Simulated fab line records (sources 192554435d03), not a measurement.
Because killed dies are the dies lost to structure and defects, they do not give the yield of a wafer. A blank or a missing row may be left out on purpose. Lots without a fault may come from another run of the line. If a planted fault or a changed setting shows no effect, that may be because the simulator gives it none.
fab line records | flow n5Finfet
record: lots: 8 wafers: 24 lastDay: 18
route steps=1938 shown BEOL_M5@1151
lots that met no fault: from a run of the same line without faults
startH: hours from the record's opening day to when the first of the lot's shown wafers began | waitH: hours elapsed since this lot's preceding step | " identical to the entry in the row above | L1.1+2: several wafers, shown together as one row | - no value present, or no start provided | * or withheld: withheld | < > ~ a bound
route shown NAME@n: NAME is a module with steps in the file, n the number in the route of the first one | usual: the fault-free wafers' mean and standard deviation | same: alike in all rows | chamber/n: place in a boat | sites: readings site by site | _std_site: the standard deviation of these | _edge_site: mean of outer sites minus mean of inner sites | radiusMm: for every site, how far away it sits from the centre of the wafer | mask NAME#n: copy n | behind: the tool/chamber that last shaped the wafer | hold: cause of the lot's hold/its duration in hours/its outcome | device: transistor that didn't switch, given as n, p or np | end of line: tests of these same wafers at the route's end | a step with no rows: only its recipe | killed: count of dies lost to structure and defects at first sort (not the wafer's yield) | map: per-die view of a wafer (x killed, . not killed, _ where there is no die)
set.NAME: the setting as run; set.NAME@STEP: as run at that earlier step | model.NAME: the simulator's own value behind a step, which no gauge read
one table for each step of the route and one row for each wafer, over a sample of lots
services: the hour from which a tool's chamber was out of use, counted from the record's first day as startH (under 0 if before that day), plus the number of hours and why
== steps ==
step: N5_BEOL_M5_DESCUM_33
recipe: chemistry: O2 timeS: 7 sourcePowerW: 50 biasPowerW: 20 pressureMtorr: 20 rfFrequencyHz: 2.712e+07 tempC: 40 resist: CAR-EUV o2FlowSccm: 225
usual: chamberPressureMTorr: 19.997/0.024 drypumpMotorCurrentA: 5.5/0.42 oesProductAu: 0.77/0.074 rfFwdPowerW: 49.41/0.25 rfVppV: 243.2/1.4 showerheadPlenumPTorr: 2.09/0.064 throttleValvePct: 20.41/0.17
columns lot.wafer tool chamber startH waitH chamberPressureMTorr drypumpMotorCurrentA oesProductAu rfFwdPowerW rfHoursCounterH rfVppV showerheadPlenumPTorr throttleValvePct
L891.3 rieDiel-04 2 172.65 0.1 20.022 5.3 0.95 49.74 12 242.0 2.05 20.05
L891.4 " 3 " " 20.034 5.2 0.72 49.27 166 246.1 2.18 20.63
L891.6 " 2 " " 20.019 5.3 0.94 49.50 - 240.2 2.05 20.04
L903.4 rieDiel-04 1 257.41 0.3 19.982 4.8 0.83 49.76 79 244.7 2.20 20.47
L903.5 " 3 " " 20.010 5.2 0.70 49.66 - 246.0 2.17 20.67
L903.6 " 2 " " 20.019 5.3 0.89 49.32 - 241.6 2.04 20.08
L905.1 rieDiel-04 3 272.75 0.3 19.997 5.2 0.70 49.55 194 242.7 2.17 20.67
L905.2 " 2 " " 19.973 5.3 0.88 49.47 44 241.6 2.04 20.09
L905.4 " 1 " " 19.966 4.9 0.84 49.68 83 244.4 2.20 20.49
L906.1 rieDiel-03 1 287.74 0.4 19.956 5.3 0.69 49.46 239 243.4 2.15 20.57
L906.4 " 0 " " 19.991 5.6 0.72 49.44 211 243.1 2.07 20.31
L906.6 " 2 " " 20.007 5.4 0.87 49.50 - 240.3 2.04 20.39
L910.1 rieDiel-04 2 296.69 0.0 19.997 5.3 0.88 49.64 51 242.9 2.03 20.10
L910.2 " 3 " " 19.992 5.2 0.70 49.44 200 244.8 2.17 20.67
L910.4 " 1 " " 19.971 4.8 0.83 49.35 89 245.4 2.20 20.49
L911.2 rieDiel-04 3 304.75 0.1 20.011 5.2 0.70 49.53 202 243.2 2.16 20.68
L911.5 " 2 " " 20.030 5.3 0.88 49.64 - 243.2 2.03 20.11
L911.6 " 1 " " 19.996 4.9 0.82 49.68 - 243.5 2.20 20.47
L913.1 rieDiel-05 2 311.03 0.0 19.996 6.1 0.74 49.13 177 241.6 2.09 20.40
L913.2 " 3 " " 20.002 5.9 0.70 49.33 182 242.7 2.09 20.55
L913.3 " 0 " " 19.971 4.8 0.95 49.47 3 244.3 2.15 20.27
L914.1 rieDiel-03 0 327.91 0.0 19.998 5.6 0.72 49.35 222 242.2 2.07 20.31
L914.2 " 2 " " 19.995 5.4 0.85 49.43 60 241.7 2.04 20.42
L914.5 " 0 " " 20.019 5.6 0.71 49.35 - 242.3 2.07 20.34
step: N5_BEOL_M5_ETCH_68
recipe: chemistry: N2/H2 target: SOC targetDepthA: 800 overetchA: 160 maskMaterial: SiARC tempC: 40 timeS: 120 ionEnergyEv: 200 pressureMtorr: 30 sourceW: 840 biasW: 150 n2FlowSccm: 200 h2FlowSccm: 200
usual: biasW: 150.0/0.43 chamberPressureMTorr: 30.002/0.028 drypumpMotorCurrentA: 5.5/0.43 oesProductAu: 0.59/0.054 rfFwdPowerW: 835.5/2.7 rfVppV: 523.8/2.3 showerheadPlenumPTorr: 2.54/0.077 throttleValvePct: 17.83/0.19
columns lot.wafer tool chamber startH waitH biasW chamberPressureMTorr drypumpMotorCurrentA oesProductAu rfFwdPowerW rfHoursCounterH rfVppV showerheadPlenumPTorr throttleValvePct
L891.3 rieDiel-04 2 172.73 0.0 150.8 30.021 5.3 0.72 839.0 12 522.2 2.49 17.45
L891.4 " 3 " " 150.1 29.965 5.2 0.56 832.1 166 526.4 2.64 18.09
L891.6 " 2 " " 150.4 29.951 5.3 0.72 836.6 - 523.6 2.49 17.45
L903.4 rieDiel-04 1 257.49 0.0 150.1 29.980 4.9 0.64 839.0 79 527.2 2.68 17.95
L903.5 " 3 " " 150.2 30.012 5.2 0.55 834.2 - 526.1 2.63 18.13
L903.6 " 2 " " 149.4 29.982 5.3 0.67 840.4 - 521.0 2.48 17.50
L905.1 rieDiel-04 3 272.83 0.0 149.8 30.030 5.2 0.55 838.8 194 526.6 2.63 18.12
L905.2 " 2 " " 150.4 29.983 5.3 0.67 836.8 44 523.6 2.48 17.52
L905.4 " 1 " " 150.6 30.058 4.9 0.63 833.2 83 527.1 2.68 17.95
L906.1 rieDiel-03 1 287.82 0.0 150.4 29.998 5.3 0.53 831.9 239 526.1 2.60 17.94
L906.4 " 0 " " 149.2 29.999 5.6 0.56 836.3 211 523.2 2.52 17.66
L906.6 " 2 " " 149.6 30.017 5.4 0.66 836.0 - 522.9 2.48 17.79
L910.1 rieDiel-04 2 296.77 0.0 149.9 29.982 5.3 0.67 835.1 51 523.4 2.48 17.51
L910.2 " 3 " " 150.0 29.997 5.2 0.54 832.9 200 525.4 2.63 18.14
L910.4 " 1 " " 150.0 29.985 4.9 0.63 837.6 89 525.6 2.67 17.97
L911.2 rieDiel-04 3 304.83 0.0 150.7 30.022 5.3 0.54 838.2 202 529.0 2.62 18.14
L911.5 " 2 " " 149.8 30.032 5.3 0.66 837.1 - 523.6 2.48 17.51
L911.6 " 1 " " 149.9 30.034 4.9 0.63 837.1 - 526.6 2.67 17.98
L913.1 rieDiel-05 2 311.11 0.0 150.3 30.010 6.1 0.57 828.9 177 522.9 2.53 17.79
L913.2 " 3 " " 150.2 29.992 5.9 0.55 835.8 182 523.3 2.53 17.92
L913.3 " 0 " " 149.8 30.029 4.7 0.73 835.8 3 525.4 2.61 17.71
L914.1 rieDiel-03 0 327.99 0.0 150.4 29.974 5.6 0.55 831.7 222 522.1 2.51 17.66
L914.2 " 2 " " 149.7 29.970 5.4 0.65 833.8 60 521.5 2.47 17.81
L914.5 " 0 " " 150.2 30.025 5.6 0.55 837.2 - 523.7 2.51 17.68
step: N5_BEOL_M5_STRIP_36
recipe: chemistry: N2/H2 powerW: 450 tempC: 40 pressureMtorr: 20 rfFrequencyHz: 6e+07 overashFraction: 0.3 biasPowerW: 7 h2Frac: 0.5 n2FlowSccm: 200 h2FlowSccm: 200
usual: chamberPressureMTorr: 20.00/0.034 drypumpMotorCurrentA: 5.5/0.43 oesProductAu: 0.77/0.075 rfVppV: 59.3/1.5 showerheadPlenumPTorr: 2.54/0.077 throttleValvePct: 23.70/0.26
columns lot.wafer tool chamber startH waitH chamberPressureMTorr drypumpMotorCurrentA oesProductAu rfHoursCounterH rfVppV showerheadPlenumPTorr throttleValvePct
L891.3 rieDiel-04 2 172.88 0.0 19.93 5.3 0.93 12 59.3 2.49 23.34
L891.4 " 3 " " 20.01 5.2 0.71 166 61.7 2.64 24.02
L891.6 " 2 " " 20.01 5.3 0.95 - 55.8 2.49 23.34
L903.4 rieDiel-04 1 257.64 0.0 20.02 4.9 0.81 79 59.7 2.67 23.97
L903.5 " 3 " " 19.99 5.3 0.72 - 60.0 2.63 24.08
L903.6 " 2 " " 19.98 5.3 0.88 - 60.3 2.48 23.39
L905.1 rieDiel-04 3 272.97 0.0 20.01 5.2 0.69 194 58.1 2.63 24.05
L905.2 " 2 " " 19.99 5.3 0.87 44 59.2 2.47 23.40
L905.4 " 1 " " 20.02 4.9 0.83 83 57.9 2.67 23.98
L906.1 rieDiel-03 1 287.97 0.0 20.00 5.3 0.68 239 57.8 2.60 23.65
L906.4 " 0 " " 19.95 5.6 0.72 211 58.2 2.51 23.28
L906.6 " 2 " " 19.97 5.4 0.88 - 59.9 2.47 23.73
L910.1 rieDiel-04 2 296.92 0.0 20.02 5.3 0.87 51 59.8 2.47 23.37
L910.2 " 3 " " 20.01 5.3 0.69 200 60.2 2.62 24.08
L910.4 " 1 " " 20.01 4.9 0.82 89 59.3 2.67 24.01
L911.2 rieDiel-04 3 304.97 0.0 20.00 5.3 0.71 202 60.6 2.62 24.06
L911.5 " 2 " " 19.99 5.3 0.88 - 60.9 2.47 23.37
L911.6 " 1 " " 19.99 4.9 0.82 - 61.7 2.67 24.00
L913.1 rieDiel-05 2 311.26 0.0 20.02 6.1 0.75 177 61.0 2.53 23.58
L913.2 " 3 " " 20.02 5.8 0.71 182 55.3 2.52 23.75
L913.3 " 0 " " 20.01 4.7 0.96 3 59.4 2.61 23.74
L914.1 rieDiel-03 0 328.14 0.0 20.00 5.6 0.70 222 60.5 2.51 23.34
L914.2 " 2 " " 19.96 5.4 0.86 60 58.2 2.47 23.72
L914.5 " 0 " " 20.02 5.6 0.71 - 60.4 2.51 23.33
step: N5_BEOL_M5_TRENCH_ETCH_37
recipe: chemistry: C4F6/O2 targetDepthA: 716.52 target: SiCOH_lowk timeS: 24.7 ionEnergyEv: 250 pressureMtorr: 30 sourceW: 345 biasW: 185 Ar_flow_sccm: 300 C4F6_flow_sccm: 10 O2_flow_sccm: 10
usual: biasW: 185.0/0.51 chamberPressureMTorr: 30.000/0.028 drypumpMotorCurrentA: 5.5/0.42 oesProductAu: 0.77/0.075 rfFwdPowerW: 339.9/1.8 rfVppV: 666/7.1 showerheadPlenumPTorr: 2.85/0.083 throttleValvePct: 20.92/0.15
columns lot.wafer tool chamber startH waitH biasW chamberPressureMTorr drypumpMotorCurrentA oesProductAu rfFwdPowerW rfHoursCounterH rfVppV showerheadPlenumPTorr throttleValvePct
L891.3 rieDiel-04 2 172.92 - 184.1 29.986 5.3 0.95 342.7 13 667 2.81 20.63
L891.4 " 3 " " 184.6 30.045 5.2 0.72 339.7 166 673 2.97 21.16
L891.6 " 2 " " 184.8 29.983 5.3 0.94 341.5 - 669 2.81 20.63
L903.4 rieDiel-04 1 257.68 - 184.6 30.051 4.9 0.83 340.8 79 659 3.00 21.00
L903.5 " 3 " " 184.8 29.920 5.3 0.70 338.1 - 671 2.96 21.20
L903.6 " 2 " " 184.4 30.038 5.3 0.88 343.0 - 667 2.79 20.68
L905.1 rieDiel-04 3 273.01 - 184.9 30.037 5.3 0.70 341.4 194 670 2.95 21.22
L905.2 " 2 " " 223.1 30.066 5.3 0.91 340.4 44 772 2.79 20.68
L905.4 " 1 " " 185.4 29.997 4.9 0.83 342.7 83 660 3.00 21.03
L906.1 rieDiel-03 1 288.01 - 186.3 29.998 5.3 0.69 339.4 239 663 2.93 21.12
L906.4 " 0 " " 184.9 29.963 5.6 0.73 339.3 211 660 2.82 20.80
L906.6 " 2 " " 184.4 30.007 5.4 0.88 340.4 - 675 2.78 20.88
L910.1 rieDiel-04 2 296.96 - 222.9 29.972 5.3 0.91 343.1 51 772 2.79 20.71
L910.2 " 3 " " 185.0 29.990 5.2 0.70 336.5 200 671 2.95 21.21
L910.4 " 1 " " 185.0 29.975 4.9 0.82 341.9 89 658 2.99 21.03
L911.2 rieDiel-04 3 305.01 - 185.4 30.002 5.2 0.68 337.7 202 671 2.95 21.22
L911.5 " 2 " " 221.9 29.993 5.3 0.89 340.4 - 771 2.79 20.68
L911.6 " 1 " " 186.2 29.984 4.9 0.82 341.3 - 659 2.99 21.02
L913.1 rieDiel-05 2 311.30 - 184.7 30.012 6.1 0.74 336.0 177 681 2.84 20.90
L913.2 " 3 " " 184.8 29.979 5.8 0.70 337.7 182 665 2.83 20.97
L913.3 " 0 " " 186.1 30.010 4.8 0.95 339.9 3 672 2.91 20.71
L914.1 rieDiel-03 0 328.18 - 185.6 30.014 5.6 0.71 340.2 222 660 2.82 20.81
L914.2 " 2 " " 185.6 29.991 5.4 0.86 341.2 60 675 2.78 20.89
L914.5 " 0 " " 186.0 30.007 5.6 0.71 339.0 - 661 2.82 20.82
step: N5_BEOL_M5_OCD_MEAS_38
usual: trenchDepthNm: 71.2/1.2
columns lot.wafer tool chamber startH waitH trenchDepthNm
L891.3 ocd-02 - 173.08 - 71.9
L891.4 " - " " 69.3
L891.6 " - " " 71.9
L903.4 ocd-02 - 257.84 - 72.1
L903.5 " - " " 69.4
L903.6 " - " " 71.3
L905.1 ocd-02 - 273.17 - 70.0
L905.2 " - " " 76.3
L905.4 " - " " 72.6
L906.1 ocd-02 - 288.16 - 71.5
L906.4 " - " " 71.1
L906.6 " - " " 72.8
L910.1 ocd-01 - 297.11 - 76.1
L910.2 " - " " 69.1
L910.4 " - " " 70.6
L911.2 ocd-02 - 305.17 - 68.5
L911.5 " - " " 75.0
L911.6 " - " " 71.2
L913.1 ocd-02 - 311.45 - 70.7
L913.2 " - " " 70.2
L913.3 " - " " 71.4
L914.1 ocd-02 - 328.33 - 71.3
L914.2 " - " " 72.6
L914.5 " - " " 71.3
step: N5_BEOL_M5_THK_MEAS_53
recipe: thkMeasGauge: xrf reads: Cu_of_BEOL_M5_ECD_50
usual: M5_THK: 60.9/1.6
columns lot.wafer tool chamber startH waitH M5_THK[nm]
L891.3 filmMetro-02 - 181.37 - 61.0
L891.4 " - " " 58.0
L891.6 " - " " 61.7
L903.4 filmMetro-02 - 265.42 - 62.1
L903.5 " - " " 57.8
L903.6 " - " " 60.1
L905.1 filmMetro-01 - 280.72 - 60.7
L905.2 " - " " 65.5
L905.4 " - " " 61.5
L906.1 filmMetro-01 - 294.71 0.2 61.4
L906.4 " - " " 62.0
L906.6 " - " " 63.1
L910.1 filmMetro-02 - 305.65 - 66.5
L910.2 " - " " 58.5
L910.4 " - " " 61.2
L911.2 filmMetro-01 - 312.26 - 58.0
L911.5 " - " " 64.5
L911.6 " - " " 60.2
L913.1 filmMetro-01 - 318.39 - 59.7
L913.2 " - " " 58.2
L913.3 " - " " 62.6
L914.1 filmMetro-01 - 335.41 - 62.2
L914.2 " - " " 62.3
L914.5 " - " " 61.1
step: N5_BEOL_M5_RS_MEAS_57
recipe: thkMeasGauge: four-point-probe reads: Co_of_BEOL_M5_CO_CAP_78+Cu_of_BEOL_M5_ECD_50+Co_of_BEOL_M5_CVD_47+TaN_of_BEOL_M5_ALD_86
usual: M5_RS: 0.390/0.011
columns lot.wafer tool chamber startH waitH M5_RS[ohm/sq]
L891.3 filmMetro-01 - 181.66 0.1 0.387
L891.4 " - " " 0.411
L891.6 " - " " 0.383
L903.4 filmMetro-01 - 265.68 0.0 0.373
L903.5 " - " " 0.408
L903.6 " - " " 0.388
L905.1 filmMetro-01 - 280.98 0.0 0.393
L905.2 " - " " 0.358
L905.4 " - " " 0.386
L906.1 filmMetro-02 - 294.99 0.0 0.391
L906.4 " - " " 0.388
L906.6 " - " " 0.377
L910.1 filmMetro-01 - 306.08 0.0 0.346
L910.2 " - " " 0.404
L910.4 " - " " 0.383
L911.2 filmMetro-01 - 312.58 0.1 0.415
L911.5 " - " " 0.364
L911.6 " - " " 0.396
L913.1 filmMetro-01 - 318.69 0.1 0.404
L913.2 " - " " 0.415
L913.3 " - " " 0.380
L914.1 filmMetro-02 - 335.70 0.1 0.383
L914.2 " - " " 0.385
L914.5 " - " " 0.393
== services ==
columns tool chamber startH hours kind
rieDiel-04 3 177.55 5.5 repair
rieDiel-03 2 191.94 6.5 repair
rieDiel-05 - 203.16 0.3 repair
rieDiel-04 0 208.33 7.4 repair
rieDiel-03 3 260.74 9.0 repair
rieDiel-05 - 265.48 2.8 pm
rieDiel-05 0 278.99 - clean
rieDiel-05 0 278.99 - consumableReplace:focusRing
rieDiel-05 0 278.99 22.2 scheduledDown
rieDiel-05 0 278.99 22.2 ventCycle
rieDiel-04 0 312.76 5.1 repair
rieDiel-03 1 323.78 - clean
rieDiel-03 1 323.78 - consumableReplace:focusRing
rieDiel-03 1 323.78 14.6 scheduledDown
rieDiel-03 1 323.78 14.6 ventCycle
== key ==
firstSign: step: N5_BEOL_M5_TRENCH_ETCH_37 reading: biasW direction: up sigmas: 74 usual: * struck: *
effect: step: N5_BEOL_M5_TRENCH_ETCH_37 reading: rfVppV direction: up sigmas: 15 usual: 666 struck: 772
effect: step: N5_BEOL_M5_OCD_MEAS_38 reading: trenchDepthNm direction: up sigmas: 4 usual: 71.2 struck: 75.8
effect: step: N5_BEOL_M5_THK_MEAS_53 reading: M5_THK direction: up sigmas: 2.9 usual: 60.9 struck: 65.5
effect: step: N5_BEOL_M5_RS_MEAS_57 reading: M5_RS direction: down sigmas: 3.2 usual: 0.390 struck: 0.356
metAt N5_BEOL_M5_TRENCH_ETCH_37
struckLots L905,L910,L911
struckWafers L905.2,L910.1,L911.5
notActingAt N5_BEOL_M5_DESCUM_33,N5_BEOL_M5_ETCH_68,N5_BEOL_M5_STRIP_36
onsetBetween 257.68 273.01
fault: kind: processParameterDrift tool: rieDiel-04 chamber: 2 onsetH: 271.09 steps: N5_BEOL_M5_TRENCH_ETCH_37 channel: biasW offset: * shape: step endH: 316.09 actsIn: * stated: *
